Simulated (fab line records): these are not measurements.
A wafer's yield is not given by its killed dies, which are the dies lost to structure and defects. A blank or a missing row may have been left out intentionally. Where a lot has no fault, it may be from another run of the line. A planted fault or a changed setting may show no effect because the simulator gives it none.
Lot-split experiment	flow n5 finfet	7 lots, 21 wafers read, on a route of 1938 steps

== ABOUT THE SPLIT ==
At N5_HKMG_FIN_ETCH_54 (etches SiARC in CF4, target depth 45.5 nm, time 75.8 s), the setting source w was moved away from the recipe's 545 W on 7 of the 21 wafers read, by -13.0% to +17.2%. The other wafers ran this setting at the recipe's value.

The reading comes from the split's own step.

== THE READING ==
rf vpp V, in V, at N5_HKMG_FIN_ETCH_54 (etches SiARC in CF4, target depth 45.5 nm, time 75.8 s). Fault-free wafers of this fab line usually give 183.8 V, standard deviation 1.2 V.

wafer	tool, chamber at the split	source w as run, W	against the recipe	rf vpp V, V	against lot-mates on the recipe
L088.3	rie diel-04, 1	545	recipe	182.0	-
L088.5	rie diel-04, 2	545	recipe	184.9	-
L088.6	rie diel-04, 3	545	recipe	185.2	-
L089.2	rie diel-04, 1	615.8	+13.0%	174.7	-8.4
L089.5	rie diel-04, 1	545	recipe	183.1	-
L089.6	rie diel-04, 0	615.8	+13.0%	177.2	-5.9
L090.4	rie diel-01, 0	545	recipe	183.6	-
L090.5	rie diel-01, 0	577.2	+5.9%	180.3	-3.2
L090.6	rie diel-01, 1	545	recipe	183.5	-
L091.3	rie diel-05, 3	614.2	+12.7%	177.6	-7.3
L091.4	rie diel-05, 1	545	recipe	183.9	-
L091.5	rie diel-05, 3	545	recipe	186.0	-
L092.2	rie diel-01, 2	474.2	-13.0%	193.6	+10.4
L092.4	rie diel-01, 0	545	recipe	183.2	-
L092.5	rie diel-01, 2	474.2	-13.0%	194.1	+10.9
L093.3	rie diel-04, 2	545	recipe	185.0	-
L093.4	rie diel-04, 1	545	recipe	183.2	-
L093.5	rie diel-04, 0	638.7	+17.2%	174.1	-10.0
L094.1	rie diel-05, 2	545	recipe	181.4	-
L094.5	rie diel-05, 1	545	recipe	183.2	-
L094.6	rie diel-05, 2	545	recipe	181.1	-

FIT RESULTS
A straight line over all 21 wafers: rf vpp V changes by -0.632 V for each +1% of source w; r = -0.96; the points scatter about the line by 1.5 V.
The same after taking each lot's own level away (the mean of its wafers on the recipe; 21 wafers): -0.655 V for each +1%; r = -0.97; scatter 1.2 V.
Per that fit: largest source w move, reading shift of 11 V.
The lots' own levels span 181.90 to 184.95 V, that is 2.5 times the standard deviation above.
The two slopes agree, so the slope changes little with the lot-to-lot level.
Check: -11.1 V against its lot-mates is what the line predicts for one of the wafers moved furthest among these (+17.2%) when that wafer is left out of the fit. Against them it came out at -10 V.
Tool readings at the split's step, against how far the setting was moved: rf vpp V r = -0.96.

== THESE WAFERS: OTHER SPLITS ==
Before the reading, these wafers also passed through other splits. Each is held against what the fit with the lots' levels taken away leaves over:
other split on the same wafers	wafers away from the commonest value	r with rf vpp V (lot level and that fit taken away)
N5_SD_EPI_P_COAT_03 spin rpm	3	-0.04
N5_SDB_ALD_29 ald cycles	3	-0.01
N5_SDB_CMP_30 platen rpm	9	-0.28

== THE FILE'S OWN FIT ==
rf vpp V changes by -0.621 V for each +1% of source w, r = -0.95.
